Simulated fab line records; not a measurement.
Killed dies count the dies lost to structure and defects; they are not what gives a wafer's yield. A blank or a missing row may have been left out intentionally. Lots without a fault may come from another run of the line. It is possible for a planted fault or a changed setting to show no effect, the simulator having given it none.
fab line records	flow nand_harc	part 1 of 2: steps 1 to 4 of 6
record: lots: 22	wafers: 66	last_day: 29
route steps=1159 shown A_SLIT@793 A_CONTACT@854
lots untouched by any fault: they come from a run of this same line in which no faults occurred
start_h: hours from the record's opening day to when the first of the lot's shown wafers began	wait_h: how many hours have passed since the lot's step before this one	" unchanged from the row above	L1.1+2: a row that stands for several wafers	- value missing, or start not given	* or withheld: withheld	< > ~ a bound
route shown NAME@n: NAME is a module with steps in the file, n the number in the route of the first one	usual: mean and standard deviation over wafers with no fault	same: alike in all rows	chamber/n: place in a boat	sites: readings site by site	_std_site: standard deviation of those values	_edge_site: the outer-site mean with the inner-site mean subtracted	radius_mm: how far each site lies from the wafer's centre	mask NAME#n: copy n	behind: the tool/chamber that last shaped the wafer	hold: cause of the lot's hold/its duration in hours/its outcome	device: which transistor (n, p or np) failed to switch	end of line: the route-end tests of the same wafers	a step given without rows: its recipe and nothing more	killed: the dies lost at the first sort to structure and to defects; this is not the yield of the wafer	map: a wafer's dies, x killed, . not, _ none there
set.NAME: the setting the step ran with; set.NAME@STEP: the setting that earlier step ran with	model.NAME: the simulator's own value behind a step, which no gauge read
one table for each step of the route and one row for each wafer, over a sample of lots
services: when a tool's chamber went out of use (start_h, in hours from the record's first day, below 0 if earlier), for how many hours, and the reason
== steps ==
step: NHARC_A_SLIT_DESCUM_14
recipe: time_s: 3	o2_flow_sccm: 200	ar_flow_sccm: 0	bias_power_w: 0	chemistry: O2
usual: drypump_motor_current_A: 5.5/0.68	oes_product_au: 0.996/0.011	rf_vpp_V: 57.8/0.99	showerhead_plenum_p_Torr: 1.92/0.093	throttle_valve_pct: 11.311/0.009
lot.wafer	tool	chamber	start_h	wait_h	drypump_motor_current_A	oes_product_au	rf_hours_counter_h	rf_vpp_V	showerhead_plenum_p_Torr	throttle_valve_pct
L074.1	rie_diel-03	3	381.71	0.1	5.1	1.013	7	57.6	1.82	11.304
L074.6	"	2	"	"	6.8	0.998	-	57.9	2.02	11.323
L074.5	"	3	"	"	5.0	1.009	-	55.9	1.82	11.323
L077.4	rie_diel-10	3	383.66	0.1	4.8	0.997	1	56.8	1.78	11.309
L077.1	"	0	"	"	5.9	0.989	1	57.0	1.93	11.310
L077.6	"	2	"	"	5.7	0.983	-	56.7	2.03	11.314
L078.1	rie_diel-09	0	383.82	0.1	6.2	1.007	8	57.6	1.87	11.312
L078.3	"	1	"	"	6.3	0.991	8	58.6	2.03	11.309
L078.6	"	2	"	"	5.3	0.980	-	57.7	1.94	11.321
L075.1	rie_diel-09	3	388.33	0.1	5.0	0.997	8	57.1	1.87	11.318
L075.2	"	0	"	"	6.2	1.008	8	56.6	1.86	11.306
L075.5	"	0	"	"	6.2	1.016	-	58.5	1.86	11.287
L076.2	rie_diel-03	0	388.49	0.1	4.7	1.006	8	58.7	2.03	11.318
L076.1	"	3	"	"	5.0	1.018	8	58.6	1.82	11.312
L076.6	"	3	"	"	5.0	1.007	-	55.6	1.82	11.291
L080.4	rie_diel-09	3	399.39	0.1	5.0	1.010	10	56.5	1.87	11.306
L080.5	"	3	"	"	5.0	1.002	-	57.3	1.87	11.316
L080.6	"	0	"	"	6.2	1.010	-	58.1	1.86	11.320
L082.1	rie_diel-10	3	403.56	0.1	4.8	0.984	3	56.6	1.78	11.306
L082.2	"	0	"	"	5.9	1.004	3	58.1	1.93	11.312
L082.5	"	2	"	"	5.7	0.978	-	58.0	2.03	11.301
L084.2	rie_diel-03	2	403.71	0.1	6.8	0.989	0	58.0	2.02	11.321
L084.4	"	0	"	"	4.7	0.998	0	56.0	2.03	11.309
L084.5	"	2	"	"	6.8	0.999	-	56.7	2.02	11.309
L079.4	rie_diel-10	0	405.23	0.1	5.9	0.999	3	57.4	1.93	11.298
L079.5	"	3	"	"	4.8	0.986	-	57.7	1.78	11.314
L079.6	"	0	"	"	5.9	0.995	-	56.5	1.93	11.313
L081.2	rie_diel-09	3	405.65	0.1	5.1	0.995	10	57.7	1.87	11.303
L081.3	"	0	"	"	6.2	0.993	10	57.2	1.86	11.310
L081.6	"	1	"	"	6.3	0.986	-	58.3	2.02	11.321
L083.2	rie_diel-03	3	407.75	0.1	5.0	1.000	0	56.5	1.82	11.311
L083.3	"	0	"	"	4.7	0.997	1	59.5	2.03	11.317
L083.5	"	3	"	"	5.1	1.003	-	57.2	1.82	11.306
L085.1	rie_diel-03	0	411.43	0.1	4.7	0.996	1	58.8	2.03	11.314
L085.2	"	1	"	"	6.2	1.005	1	57.7	1.84	11.327
L085.6	"	0	"	"	4.7	0.990	-	58.6	2.03	11.323
L087.2	rie_diel-10	2	413.43	0.1	5.7	0.968	4	58.4	2.03	11.305
L087.1	"	3	"	"	4.8	0.986	4	57.9	1.78	11.306
L087.6	"	3	"	"	4.8	0.984	-	58.7	1.78	11.305
L089.4	rie_diel-03	3	426.26	0.1	5.0	1.003	1	58.4	1.82	11.309
L089.2	"	0	"	"	4.7	1.002	2	58.9	2.03	11.305
L089.5	"	0	"	"	4.7	0.997	-	58.3	2.03	11.329
L088.1	rie_diel-09	1	426.42	0.1	6.3	0.999	10	57.0	2.02	11.316
L088.2	"	2	"	"	5.3	0.980	10	59.1	1.94	11.305
L088.4	"	3	"	"	5.1	0.998	11	56.1	1.87	11.317
L093.1	rie_diel-03	3	431.72	0.1	5.0	1.000	2	57.6	1.82	11.316
L093.2	"	0	"	"	4.7	1.006	2	59.3	2.03	11.304
L093.6	"	3	"	"	5.0	1.001	-	57.1	1.82	11.291
L092.1	rie_diel-03	2	433.33	0.1	6.8	1.001	2	60.8	2.02	11.301
L092.2	"	1	"	"	6.1	1.005	3	57.5	1.84	11.309
L092.6	"	3	"	"	5.0	1.001	-	57.7	1.82	11.318
L091.4	rie_diel-10	1	433.68	0.1	5.2	1.007	6	60.2	1.98	11.321
L091.6	"	3	"	"	4.8	0.981	-	57.1	1.78	11.293
L091.5	"	0	"	"	5.9	0.990	-	58.5	1.92	11.318
L094.1	rie_diel-03	0	435.28	0.1	4.7	0.998	3	57.5	2.03	11.303
L094.3	"	1	"	"	6.2	1.015	3	56.9	1.84	11.315
L094.6	"	0	"	"	4.7	1.003	-	58.2	2.03	11.323
L086.1	rie_diel-10	1	438.09	0.1	5.2	1.005	7	58.5	1.98	11.292
L086.3	"	2	"	"	5.7	0.975	7	57.7	2.02	11.311
L086.5	"	1	"	"	5.3	0.992	-	58.7	1.98	11.304
L090.1	rie_diel-10	3	439.17	0.1	4.8	0.982	7	57.5	1.78	11.313
L090.2	"	1	"	"	5.3	1.003	7	56.5	1.98	11.306
L090.6	"	3	"	"	4.8	0.986	-	56.0	1.78	11.317
L096.1	rie_diel-09	0	459.24	0.1	6.2	1.024	1	56.8	1.86	11.317
L096.4	"	3	"	"	5.1	1.006	1	57.0	1.87	11.304
L096.5	"	0	"	"	6.2	1.012	-	56.3	1.86	11.306
step: NHARC_A_SLIT_ETCH_24
recipe: target_depth_a: 1210	time_s: 60.5	cf4_flow_sccm: 100	chf3_flow_sccm: 30	ar_flow_sccm: 0	rf_w: 500	bias_w: 200	chemistry: CF4/CHF3
usual: bias_w: 200.0/0.55	drypump_motor_current_A: 5.6/0.68	oes_product_au: 0.959/0.019	rf_vpp_V: 371.0/2.6	showerhead_plenum_p_Torr: 1.59/0.071	throttle_valve_pct: 16.803/0.0094
lot.wafer	tool	chamber	start_h	wait_h	bias_w	drypump_motor_current_A	oes_product_au	rf_hours_counter_h	rf_vpp_V	showerhead_plenum_p_Torr	throttle_valve_pct
L074.1	rie_diel-03	2	381.80	0.1	200.2	6.8	0.958	8	373.9	1.66	16.795
L074.6	"	0	"	"	199.4	4.7	0.988	-	373.7	1.67	16.804
L074.5	"	1	"	"	199.5	6.2	0.984	-	369.7	1.52	16.799
L077.1	rie_diel-10	0	383.74	0.1	199.3	5.9	0.970	1	371.7	1.58	16.817
L077.4	"	1	"	"	200.2	5.2	0.979	2	372.8	1.63	16.803
L077.6	"	0	"	"	199.8	5.9	0.977	-	372.5	1.58	16.776
L078.1	rie_diel-09	3	383.90	0.1	200.3	5.0	0.965	8	370.2	1.54	16.802
L078.3	"	0	"	"	200.9	6.2	0.977	8	368.5	1.54	16.792
L078.6	"	3	"	"	200.4	5.0	0.958	-	370.5	1.54	16.792
L075.1	rie_diel-09	0	388.41	0.1	199.6	6.2	0.941	8	369.3	1.54	16.825
L075.2	"	2	"	"	200.6	5.3	0.928	8	370.3	1.60	16.815
L075.5	"	1	"	"	199.2	6.3	0.939	-	373.3	1.66	16.807
L076.2	rie_diel-03	0	388.63	0.1	200.1	4.7	0.954	8	374.2	1.67	16.798
L076.1	"	3	"	"	199.6	5.0	0.954	8	367.4	1.50	16.803
L076.6	"	3	"	"	200.4	5.0	0.956	-	368.5	1.50	16.796
L080.4	rie_diel-09	3	399.49	0.1	199.4	5.0	0.960	10	370.0	1.54	16.822
L080.6	"	1	"	"	200.3	6.3	0.981	-	373.5	1.66	16.789
L080.5	"	2	"	"	200.0	5.3	0.961	-	373.5	1.60	16.798
L082.2	rie_diel-10	2	403.65	0.1	199.3	5.7	0.941	3	372.0	1.66	16.808
L082.1	"	3	"	"	199.1	4.8	0.956	3	367.1	1.47	16.801
L082.5	"	1	"	"	200.0	5.3	0.987	-	372.0	1.63	16.812
L084.2	rie_diel-03	2	403.79	0.1	200.8	6.8	0.949	0	373.4	1.66	16.811
L084.4	"	1	"	"	200.6	6.2	0.961	0	369.4	1.52	16.800
L084.5	"	2	"	"	200.0	6.8	0.957	-	372.4	1.66	16.810
L079.4	rie_diel-10	2	405.31	0.1	199.8	5.7	0.966	4	374.5	1.66	16.800
L079.6	"	2	"	"	200.1	5.7	0.958	-	373.1	1.66	16.800
L079.5	"	3	"	"	199.5	4.8	0.958	-	368.0	1.47	16.803
L081.3	rie_diel-09	1	405.72	0.1	199.5	6.3	0.975	10	375.3	1.66	16.804
L081.2	"	3	"	"	200.1	5.1	0.978	10	368.4	1.54	16.792
L081.6	"	2	"	"	200.7	5.3	0.952	-	371.0	1.60	16.792
L083.3	rie_diel-03	0	407.84	0.1	200.1	4.7	0.982	1	375.1	1.67	16.815
L083.2	"	1	"	"	200.6	6.1	0.977	1	368.5	1.52	16.814
L083.5	"	2	"	"	200.4	6.8	0.965	-	373.8	1.66	16.803
L085.2	rie_diel-03	2	411.51	0.1	200.5	6.8	0.976	1	374.2	1.66	16.797
L085.1	"	0	"	"	200.2	4.7	0.973	1	373.5	1.67	16.803
L085.6	"	2	"	"	200.4	6.8	0.980	-	373.0	1.66	16.819
L087.2	rie_diel-10	2	413.54	0.1	199.7	5.6	0.902	4	374.6	1.66	16.789
L087.1	"	3	"	"	200.3	4.8	0.920	4	366.5	1.47	16.790
L087.6	"	1	"	"	200.1	5.3	0.926	-	371.2	1.62	16.796
L089.2	rie_diel-03	3	426.36	0.1	201.0	5.0	0.926	1	367.9	1.50	16.789
L089.4	"	0	"	"	199.7	4.7	0.925	2	373.3	1.66	16.817
L089.5	"	1	"	"	199.5	6.1	0.934	-	367.6	1.51	16.795
L088.1	rie_diel-09	1	426.50	0.1	199.8	6.3	0.933	10	373.0	1.66	16.791
L088.4	"	2	"	"	199.4	5.3	0.914	10	371.5	1.60	16.813
L088.2	"	3	"	"	199.7	5.0	0.934	11	369.4	1.54	16.815
L093.1	rie_diel-03	0	431.80	0.1	200.3	4.7	0.965	3	373.2	1.66	16.805
L093.2	"	1	"	"	200.0	6.1	0.976	2	367.3	1.51	16.825
L093.6	"	1	"	"	199.3	6.1	0.986	-	368.3	1.51	16.789
L092.1	rie_diel-03	0	433.45	0.1	199.3	4.7	0.946	3	373.4	1.66	16.802
L092.2	"	2	"	"	200.5	6.8	0.938	2	374.2	1.66	16.813
L092.6	"	3	"	"	199.1	5.0	0.955	-	368.5	1.50	16.806
L091.4	rie_diel-10	0	433.76	0.1	199.2	5.9	0.972	5	370.0	1.58	16.799
L091.6	"	1	"	"	199.1	5.2	0.976	-	372.6	1.62	16.802
L091.5	"	2	"	"	200.1	5.7	0.968	-	375.2	1.66	16.796
L094.3	rie_diel-03	2	435.36	0.1	200.0	6.8	0.973	3	374.1	1.66	16.809
L094.1	"	1	"	"	200.0	6.2	0.976	3	370.4	1.51	16.788
L094.6	"	2	"	"	199.9	6.8	0.974	-	373.0	1.66	16.808
L086.1	rie_diel-10	1	438.19	0.1	199.6	5.3	0.960	7	373.1	1.62	16.800
L086.3	"	3	"	"	199.4	4.8	0.950	6	366.5	1.47	16.818
L086.5	"	2	"	"	200.0	5.7	0.946	-	374.2	1.66	16.801
L090.1	rie_diel-10	3	439.26	0.1	200.6	4.8	0.941	7	367.4	1.47	16.806
L090.2	"	2	"	"	199.3	5.6	0.943	7	374.9	1.66	16.816
L090.6	"	2	"	"	199.2	5.7	0.941	-	374.4	1.66	16.795
L096.4	rie_diel-09	1	459.33	0.1	200.8	6.3	0.958	1	374.4	1.66	16.801
L096.1	"	3	"	"	200.1	5.0	0.977	1	369.7	1.54	16.798
L096.5	"	0	"	"	201.1	6.2	0.977	-	367.9	1.53	16.808
step: NHARC_A_SLIT_STRIP_18
recipe: o2_flow_sccm: 500	ar_flow_sccm: 0	bias_w: 0	chemistry: O2
usual: drypump_motor_current_A: 5.6/0.67	oes_product_au: 0.996/0.01	rf_vpp_V: 57.9/0.89	showerhead_plenum_p_Torr: 3.57/0.15	throttle_valve_pct: 17.036/0.0091
same: bias_w: 0
lot.wafer	tool	chamber	start_h	wait_h	drypump_motor_current_A	oes_product_au	rf_hours_counter_h	rf_vpp_V	showerhead_plenum_p_Torr	throttle_valve_pct
L077.4	rie_diel-10	0	-	-	5.9	1.003	1.7	58.0	3.55	17.040
L077.1	"	2	"	"	5.7	0.981	2.3	58.0	3.72	17.026
L077.6	"	0	"	"	5.9	1.001	-	56.9	3.55	17.035
L078.3	rie_diel-10	0	-	-	5.9	1.002	1.8	58.3	3.55	17.043
L078.1	"	2	"	"	5.7	0.973	2.3	57.5	3.72	17.044
L078.6	"	1	"	"	5.3	0.987	-	57.9	3.64	17.044
L074.1	rie_diel-09	1	-	-	6.3	0.991	8.6	58.4	3.72	17.029
L074.6	"	1	"	"	6.3	1.000	-	57.8	3.72	17.038
L074.5	"	2	"	"	5.3	0.983	-	59.3	3.58	17.043
L075.1	rie_diel-10	1	-	-	5.3	0.997	2.7	58.0	3.64	17.046
L075.2	"	2	"	"	5.7	0.964	2.9	59.3	3.72	17.025
L075.5	"	2	"	"	5.7	0.972	-	59.4	3.72	17.032
L076.1	rie_diel-09	1	-	-	6.3	1.002	9.2	58.2	3.72	17.035
L076.2	"	2	"	"	5.3	0.988	9.1	58.5	3.58	17.045
L076.6	"	3	"	"	5.1	1.011	-	57.8	3.46	17.041
L080.4	rie_diel-03	3	-	-	5.1	0.994	0.1	58.4	3.36	17.045
L080.5	"	1	"	"	6.1	1.010	-	57.4	3.40	17.035
L080.6	"	2	"	"	6.8	1.000	-	57.4	3.72	17.037
L082.1	rie_diel-03	0	-	-	4.7	0.989	0.7	58.9	3.73	17.046
L082.2	"	2	"	"	6.8	0.991	0.5	58.5	3.72	17.037
L082.5	"	0	"	"	4.7	0.997	-	58.1	3.73	17.036
L084.2	rie_diel-10	2	-	-	5.6	0.982	4.1	57.7	3.72	17.029
L084.4	"	0	"	"	5.9	0.991	3.3	58.5	3.55	17.035
L084.5	"	2	"	"	5.7	0.978	-	58.6	3.72	17.036
L079.4	rie_diel-10	3	-	-	4.8	0.983	3.6	56.6	3.30	17.048
L079.6	"	1	"	"	5.3	0.999	-	58.3	3.64	17.049
L079.5	"	2	"	"	5.7	0.977	-	58.9	3.72	17.018
L081.2	rie_diel-09	1	-	-	6.3	1.003	10.0	58.0	3.72	17.035
L081.3	"	2	"	"	5.3	0.989	10.3	59.0	3.58	17.034
L081.6	"	2	"	"	5.3	0.977	-	58.1	3.58	17.037
L083.2	rie_diel-10	3	-	-	4.8	0.982	3.7	58.8	3.30	17.048
L083.3	"	0	"	"	5.9	0.994	3.5	59.8	3.55	17.033
L083.5	"	2	"	"	5.7	0.981	-	58.4	3.72	17.056
L085.1	rie_diel-03	2	-	-	6.8	0.997	1.2	56.9	3.71	17.045
L085.2	"	1	"	"	6.1	1.011	1.7	58.5	3.40	17.036
L085.6	"	3	"	"	5.0	1.013	-	58.0	3.36	17.057
L087.2	rie_diel-10	2	-	-	5.6	0.985	4.9	59.8	3.72	17.040
L087.1	"	3	"	"	4.8	0.996	4.3	57.5	3.30	17.014
L087.6	"	1	"	"	5.3	1.001	-	58.1	3.64	17.027
L089.4	rie_diel-03	3	-	-	5.1	1.007	1.8	55.9	3.36	17.023
L089.2	"	1	"	"	6.2	1.006	2.3	58.7	3.40	17.053
L089.5	"	0	"	"	4.7	0.991	-	58.1	3.73	17.035
L088.4	rie_diel-10	1	-	-	5.3	1.004	5.0	57.8	3.64	17.031
L088.2	"	2	"	"	5.7	0.980	5.2	57.9	3.72	17.039
L088.1	"	3	"	"	4.8	0.983	4.6	57.1	3.30	17.028
L093.1	rie_diel-03	2	-	-	6.8	0.995	3.2	58.7	3.71	17.046
L093.2	"	1	"	"	6.2	0.998	3.6	56.9	3.40	17.029
L093.6	"	2	"	"	6.8	0.984	-	57.5	3.71	17.026
L092.1	rie_diel-03	3	-	-	5.1	1.003	3.0	58.0	3.36	17.024
L092.2	"	2	"	"	6.8	1.007	3.3	58.9	3.71	17.036
L092.6	"	3	"	"	5.0	1.017	-	58.7	3.36	17.033
L091.5	rie_diel-03	2	-	-	6.8	0.996	-	59.3	3.71	17.043
L091.6	"	3	"	"	5.0	1.009	-	58.0	3.36	17.039
L091.4	"	0	"	"	4.7	1.002	-	58.8	3.73	17.038
L094.1	rie_diel-03	2	-	-	6.8	0.991	3.5	57.9	3.71	17.019
L094.3	"	0	"	"	4.7	0.987	3.7	57.8	3.73	17.032
L094.6	"	3	"	"	5.1	1.001	-	57.9	3.36	17.042
L086.3	rie_diel-10	3	-	-	4.8	0.979	7.2	55.9	3.30	17.057
L086.1	"	1	"	"	5.2	1.004	7.6	57.4	3.64	17.028
L086.5	"	2	"	"	5.7	0.990	-	60.3	3.72	17.041
L090.1	rie_diel-09	0	-	-	6.2	1.017	0.1	57.8	3.44	17.034
L090.2	"	1	"	"	6.3	1.003	0.2	56.9	3.72	17.037
L090.6	"	0	"	"	6.2	1.007	-	57.1	3.44	17.028
L096.1	rie_diel-09	1	-	-	6.3	0.991	2.1	58.1	3.72	17.049
L096.4	"	3	"	"	5.1	1.010	1.9	58.0	3.46	17.031
L096.5	"	0	"	"	6.2	1.018	-	57.4	3.44	17.034
step: NHARC_A_CONTACT_CD_MEAS_42
recipe: target_cd_nm: 200	landing_energy_ev: 500
usual: cd_nm: 200.2/0.57
lot.wafer	tool	chamber	start_h	wait_h	cd_nm
L077.1	cd_sem-03	0	443.19	-	200.3
L077.4	"	0	"	"	200.1
L077.6	"	0	"	"	199.9
L078.1	cd_sem-03	0	445.12	-	200.5
L078.3	"	0	"	"	200.7
L078.6	"	0	"	"	199.8
L076.1	cd_sem-01	0	450.82	-	199.8
L076.2	"	0	"	"	199.9
L076.6	"	0	"	"	199.3
L074.1	cd_sem-03	0	450.98	-	200.7
L074.5	"	0	"	"	200.6
L074.6	"	0	"	"	200.7
L075.1	cd_sem-02	0	456.67	-	200.4
L075.2	"	0	"	"	200.4
L075.5	"	0	"	"	200.6
L082.1	cd_sem-02	0	465.04	-	200.3
L082.2	"	0	"	"	199.8
L082.5	"	0	"	"	199.8
L080.4	cd_sem-02	0	465.99	-	199.7
L080.5	"	0	"	"	200.3
L080.6	"	0	"	"	200.0
L079.4	cd_sem-03	0	471.62	-	199.9
L079.5	"	0	"	"	199.6
L079.6	"	0	"	"	200.8
L081.2	cd_sem-02	0	472.12	-	200.1
L081.3	"	0	"	"	200.4
L081.6	"	0	"	"	200.2
L084.2	cd_sem-02	0	476.52	-	200.3
L084.4	"	0	"	"	200.1
L084.5	"	0	"	"	199.5
L083.2	cd_sem-03	0	481.24	-	199.7
L083.3	"	0	"	"	199.8
L083.5	"	0	"	"	199.7
L087.1	cd_sem-02	0	494.05	-	199.6
L087.2	"	0	"	"	200.0
L087.6	"	0	"	"	200.3
L085.1	cd_sem-01	0	497.04	-	199.9
L085.2	"	0	"	"	200.3
L085.6	"	0	"	"	200.7
L088.1	cd_sem-03	0	509.56	-	199.3
L088.2	"	0	"	"	199.3
L088.4	"	0	"	"	200.4
L089.2	cd_sem-01	0	512.38	-	201.2
L089.4	"	0	"	"	199.3
L089.5	"	0	"	"	199.5
L093.1	cd_sem-01	0	516.84	-	201.6
L093.2	"	0	"	"	199.5
L093.6	"	0	"	"	200.7
L092.1	cd_sem-02	0	519.20	-	200.4
L092.2	"	0	"	"	199.5
L092.6	"	0	"	"	200.0
L091.4	cd_sem-02	0	521.53	-	201.2
L091.5	"	0	"	"	201.3
L091.6	"	0	"	"	200.3
L094.1	cd_sem-01	0	528.35	-	201.0
L094.3	"	0	"	"	199.5
L094.6	"	0	"	"	200.1
L090.1	cd_sem-03	0	528.77	-	199.7
L090.2	"	0	"	"	200.4
L090.6	"	0	"	"	200.7
L086.1	cd_sem-01	0	537.71	-	200.4
L086.3	"	0	"	"	200.9
L086.5	"	0	"	"	200.7
L096.1	cd_sem-03	0	555.85	-	200.4
L096.4	"	0	"	"	199.8
L096.5	"	0	"	"	199.5
